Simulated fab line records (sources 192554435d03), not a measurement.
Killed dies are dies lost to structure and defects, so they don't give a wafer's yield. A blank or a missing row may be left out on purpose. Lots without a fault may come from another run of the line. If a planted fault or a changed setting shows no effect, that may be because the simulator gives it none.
Which of the tools did it? | flow n5 finfet | Sampling: 10 lots, 30 wafers, 5 of 1938 route steps

== WHAT THE GAUGES SHOWED, per wafer ==
N5_BEOL_M4_RC_MEAS_101. Usual: DIBL_N 36.3 mV/V, standard deviation 2; DIBL_P 36.3 mV/V, standard deviation 2.4; IOFF_N 0.16 nA/um, standard deviation 0.034; IOFF_P 0.21 nA/um, standard deviation 0.035; ION_N 672 uA/um, standard deviation 12; ION_P 459 uA/um, standard deviation 6.5; SS_N 71.6 mV/dec, standard deviation 0.67; SS_P 73.3 mV/dec, standard deviation 0.71; VT_N 250 mV, standard deviation 3.5; VT_P -251 mV, standard deviation 3.
lot  | measured     | on        | DIBL_N (mV/V)  | DIBL_P (mV/V)  | IOFF_N (nA/um) | IOFF_P (nA/um) | ION_N (uA/um) | ION_P (uA/um) | SS_N (mV/dec)  | SS_P (mV/dec)  | VT_N (mV)   | VT_P (mV)      | flag
L906 | day 8 03:04  | prober-01 | 35.5 35.7 34.9 | 35.7 35.9 34.7 | 0.15 0.15 0.13 | 0.20 0.21 0.19 | 662 661 655   | 458 459 450   | 71.6 71.4 71.9 | 73.3 72.8 72.6 | 250 254 251 | -251 -251 -251 |
L911 | day 9 08:29  | prober-01 | 34.8 36.4 36.4 | 35.7 37.8 36.9 | 0.14 0.16 0.17 | 0.19 0.22 0.21 | 674 675 680   | 460 467 458   | 71.6 71.6 70.6 | 72.7 73.9 73.1 | 251 249 247 | -250 -249 -251 |
L912 | day 10 03:58 | prober-02 | 31.6 33.2 33.5 | 31.6 33.4 34.0 | 0.11 0.13 0.14 | 0.16 0.18 0.20 | 650 660 668   | 451 457 458   | 71.4 70.7 71.6 | 72.7 72.2 73.1 | 258 252 251 | -253 -251 -248 |
L914 | day 11 02:29 | prober-02 | 36.2 40.1 39.7 | 34.9 40.8 37.9 | 0.14 0.23 0.20 | 0.16 0.26 0.21 | 668 681 677   | 452 462 453   | 71.8 72.4 73.6 | 73.0 73.9 73.3 | 253 245 252 | -257 -251 -252 |
L916 | day 11 15:45 | prober-01 | 36.1 35.3 37.2 | 37.2 36.9 38.8 | 0.15 0.16 0.19 | 0.21 0.21 0.23 | 664 692 683   | 455 476 462   | 71.5 71.4 72.4 | 73.3 73.0 73.6 | 249 247 246 | -251 -251 -249 |
L915 | day 11 21:26 | prober-02 | 38.4 37.1 35.5 | 39.9 37.6 36.4 | 0.19 0.17 0.14 | 0.26 0.24 0.20 | 689 673 669   | 467 465 459   | 71.9 71.4 70.8 | 74.1 73.6 73.8 | 247 251 251 | -250 -246 -249 |
L920 | day 12 22:51 | prober-01 | 33.0 36.1 35.6 | 33.7 36.9 36.2 | 0.12 0.17 0.15 | 0.18 0.23 0.22 | 658 656 669   | 457 454 455   | 71.0 71.5 71.2 | 72.3 73.2 73.1 | 253 250 250 | -250 -248 -251 |
L921 | day 13 14:58 | prober-02 | 36.1 36.9 36.7 | 37.3 37.7 38.0 | 0.15 0.16 0.16 | 0.22 0.22 0.22 | 661 669 684   | 462 469 474   | 71.3 70.7 72.0 | 73.1 72.8 73.5 | 249 249 249 | -248 -245 -248 |
L927 | day 14 01:46 | prober-02 | 36.8 33.8 34.3 | 36.2 32.4 33.0 | 0.16 0.12 0.13 | 0.20 0.15 0.16 | 676 666 672   | 458 460 459   | 71.6 70.9 70.7 | 74.0 72.0 72.4 | 251 255 253 | -249 -256 -252 |
L928 | day 14 14:23 | prober-01 | 36.8 37.2 36.1 | 37.1 37.9 36.1 | 0.19 0.20 0.18 | 0.22 0.24 0.21 | 680 679 684   | 459 459 462   | 71.8 72.0 72.0 | 73.0 73.4 72.6 | 248 246 245 | -249 -248 -251 |

N5_BEOL_M11_OCD_MEAS_38. Usual: trench depth nm reads 146.2 nm (standard deviation 2.5).
lot  | measured     | on     | trench depth nm (nm) | flag
L906 | day 11 02:13 | ocd-02 | 145.7 144.8 145.6    |
L911 | day 13 10:21 | ocd-02 | 145.8 146.0 144.9    |
L912 | day 12 18:01 | ocd-02 | 145.3 141.9 149.6    |
L914 | day 13 14:24 | ocd-01 | 144.8 145.4 147.8    |
L916 | day 14 04:12 | ocd-02 | 147.7 149.1 147.2    |
L915 | day 14 17:56 | ocd-01 | 144.5 143.7 144.9    |
L920 | day 15 10:44 | ocd-02 | 145.7 147.9 146.5    |
L921 | day 16 07:49 | ocd-02 | 142.9 149.6 148.2    |
L927 | day 16 15:14 | ocd-01 | 148.6 146.1 146.9    |
L928 | day 17 02:23 | ocd-02 | 149.4 147.3 149.7    |

N5_BEOL_M11_INSPECT_58: inspects for defects (darkfield). Usual: raw defect count reads 79 (standard deviation 26).
lot  | measured     | on                | raw defect count | flag
L906 | day 11 04:35 | defect inspect-02 | 160 113 107      |
L911 | day 13 12:46 | defect inspect-01 | 70 78 59         |
L912 | day 12 20:17 | defect inspect-01 | 70 45 89         |
L914 | day 13 17:39 | defect inspect-02 | 74 61 50         |
L916 | day 14 06:49 | defect inspect-01 | 72 80 60         |
L915 | day 14 22:08 | defect inspect-02 | 63 63 50         |
L920 | day 15 14:04 | defect inspect-01 | 72 63 88         |
L921 | day 16 11:23 | defect inspect-02 | 66 72 48         |
L927 | day 16 17:41 | defect inspect-01 | 42 43 76         |
L928 | day 17 04:54 | defect inspect-01 | 40 57 76         |

== EACH LOT AND THE TOOL THAT RAN IT (in order: tool; ch and the chambers of the sampled wafers; start) ==
lot  | N5_BEOL_M11_SPUTTER_48       | N5_BEOL_M11_CMP_52
L906 | pvd sputter-02, day 11 03:34 | cmp-03 ch 1,2, day 11 04:10
L911 | pvd sputter-02, day 13 11:47 | cmp-03 ch 0,2,3, day 13 12:19
L912 | pvd sputter-01, day 12 19:19 | cmp-03 ch 2,3, day 12 19:51
L914 | pvd sputter-03, day 13 16:25 | cmp-02 ch 0,1, day 13 17:13
L916 | pvd sputter-03, day 14 05:44 | cmp-01 ch 1,3, day 14 06:22
L915 | pvd sputter-02, day 14 19:11 | cmp-03 ch 0,1,3, day 14 21:48
L920 | pvd sputter-01, day 15 12:31 | cmp-01 ch 0,1,2, day 15 13:41
L921 | pvd sputter-02, day 16 10:19 | cmp-01 ch 2,3, day 16 10:56
L927 | pvd sputter-01, day 16 16:41 | cmp-03 ch 2,3, day 16 17:14
L928 | pvd sputter-03, day 17 03:56 | cmp-03 ch 0,3, day 17 04:29
- N5_BEOL_M11_SPUTTER_48: material Cu, target thk 12 nm, time 2 s.
- N5_BEOL_M11_CMP_52: polishes, stops on SiCOH lowk, t overpolish 7 s, target thk 140 nm.

== WHAT THE TOOLS THEMSELVES READ (means of the sampled wafers that have a number; where no wafer has one, the mark that the record gives instead) ==
N5_BEOL_M11_SPUTTER_48. Usual: bias v 60.0 V, standard deviation 0.57; cathode dc power W 26000 W, standard deviation 4.1; chamber pressure pa 0.13 Pa, standard deviation 0.00027; throttle valve pct 30.2 %, standard deviation 0.98.
lot  | tool           | bias v (V) | cathode dc power W (W) | chamber pressure pa (Pa) | throttle valve pct (%) | flag
L906 | pvd sputter-02 | 59.8       | 26000                  | 0.13                     | 30.1                   |
L911 | pvd sputter-02 | 59.7       | 26000                  | 0.13                     | 31.4                   |
L912 | pvd sputter-01 | 59.2       | 25997                  | 0.13                     | 31.2                   |
L914 | pvd sputter-03 | 59.6       | 26002                  | 0.13                     | 29.8                   |
L916 | pvd sputter-03 | 59.7       | 25998                  | 0.13                     | 30.6                   |
L915 | pvd sputter-02 | -          | -                      | -                        | -                      | OFF
L920 | pvd sputter-01 | -          | -                      | -                        | -                      | OFF
L921 | pvd sputter-02 | 59.8       | 26001                  | 0.13                     | 29.5                   |
L927 | pvd sputter-01 | 60.3       | 25998                  | 0.13                     | 29.9                   |
L928 | pvd sputter-03 | 60.3       | 26003                  | 0.13                     | 29.7                   |

N5_BEOL_M11_CMP_52. Usual: clearing platen down force psi 1.500 psi, standard deviation 0.0031; motor current A 5.8 A, standard deviation 0.78; time to endpoint s 66.4 s, standard deviation 2.8.
lot  | tool   | clearing platen down force psi (psi) | motor current A (A) | time to endpoint s (s) | flag
L906 | cmp-03 | 1.499                                | 5.1                 | 66.5                   |
L911 | cmp-03 | 1.501                                | 5.6                 | 66.3                   |
L912 | cmp-03 | 1.501                                | 5.9                 | 68.2                   |
L914 | cmp-02 | 1.498                                | 5.9                 | 63.8                   |
L916 | cmp-01 | 1.498                                | 5.9                 | 66.4                   |
L915 | cmp-03 | 1.499                                | 5.5                 | 1.3                    | OFF
L920 | cmp-01 | 1.498                                | 6.9                 | 0.7                    | OFF
L921 | cmp-01 | 1.498                                | 6.1                 | 65.1                   |
L927 | cmp-03 | 1.500                                | 5.8                 | 63.6                   |
L928 | cmp-03 | 1.504                                | 5.5                 | 66.8                   |

== THE ANSWER, worked out from the rows above alone ==
Rule: take the mean of a lot's wafers that have a number; if it is more than 3 standard deviations from the usual mean, the lot is off. Also off: a lot with no number at a reading for which 4 or more lots have one. Any other lot the step has rows for is counted as sound. After the gauges, taken in route order, come the tools' own readings; for these a lot's mean is taken, as printed above. At the first step where some lot is off, the reading lying furthest off is the one used; lots without a number count as furthest.
Off at N5_BEOL_M11_SPUTTER_48 (bias v): L915, L920. Without a number there: L915, L920.
A tool fits if, at that step or a process step before it, it ran every lot that is off, and no sound lot after the first of them. Not one of the candidates tried fits.

== WHAT THE SIMULATOR PUT IN ==
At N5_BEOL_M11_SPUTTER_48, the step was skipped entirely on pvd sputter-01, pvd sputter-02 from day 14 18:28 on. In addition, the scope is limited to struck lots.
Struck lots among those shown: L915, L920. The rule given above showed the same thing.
